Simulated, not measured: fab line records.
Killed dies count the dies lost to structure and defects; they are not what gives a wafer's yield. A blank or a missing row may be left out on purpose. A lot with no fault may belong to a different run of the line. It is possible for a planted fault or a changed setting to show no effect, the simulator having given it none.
Chamber matching | flow nandHarc | NHARC_A_CONTACT_DEP_58 on pecvd-04 has 3 sister chambers
The step deposits SiON, target thk 60 nm. 6 wafers are shown with their chamber, then 9 later ones without.

WAFERS, EACH WITH ITS CHAMBER
wafer  | chamber | heaterPowerW (W)
L080.4 | 1       | 772
L085.1 | 1       | 737
L085.5 | 0       | 842
L081.1 | 0       | 800
L081.2 | 2       | 770
L081.5 | 2       | 754

WAFERS WITHOUT THEIR CHAMBER
wafer  | heaterPowerW (W)
L087.1 | 806
L087.3 | 747
L087.5 | 740
L089.4 | 753
L089.5 | 887
L089.6 | 785
L088.2 | 814
L088.4 | 840
L088.6 | 841

EACH ONE'S CHAMBER
wafer  | from the rows above          | in truth
L087.1 | can't be placed: 0 or 2 or 1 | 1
L087.3 | can't be placed: 1 or 2      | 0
L087.5 | can't be placed: 1 or 2      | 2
L089.4 | can't be placed: 1 or 2      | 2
L089.5 | 0                            | 0
L089.6 | can't be placed: 2 or 1 or 0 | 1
L088.2 | can't be placed: 0 or 2      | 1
L088.4 | 0                            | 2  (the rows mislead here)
L088.6 | 0                            | 0
Correct placement for 2 of the 9. Can't be placed from these rows: 6 (the true chamber is among the candidates in 4). Placed wrongly: 1.
How it was worked out, from the rows above alone: a wafer's distance from a chamber is the root of the sum, over the readings, of the square of ((its reading less the chamber's mean) divided by the reading's scatter). If the next closest chamber is less than 2 further off than the closest, the wafer can't be placed; otherwise it belongs to the closest. For every chamber, the mean is computed from those of its wafers that are shown. The scatter is the square root of a quotient: the sum, over the shown wafers, of each reading's squared deviation from its chamber's mean, divided by wafers minus chambers.
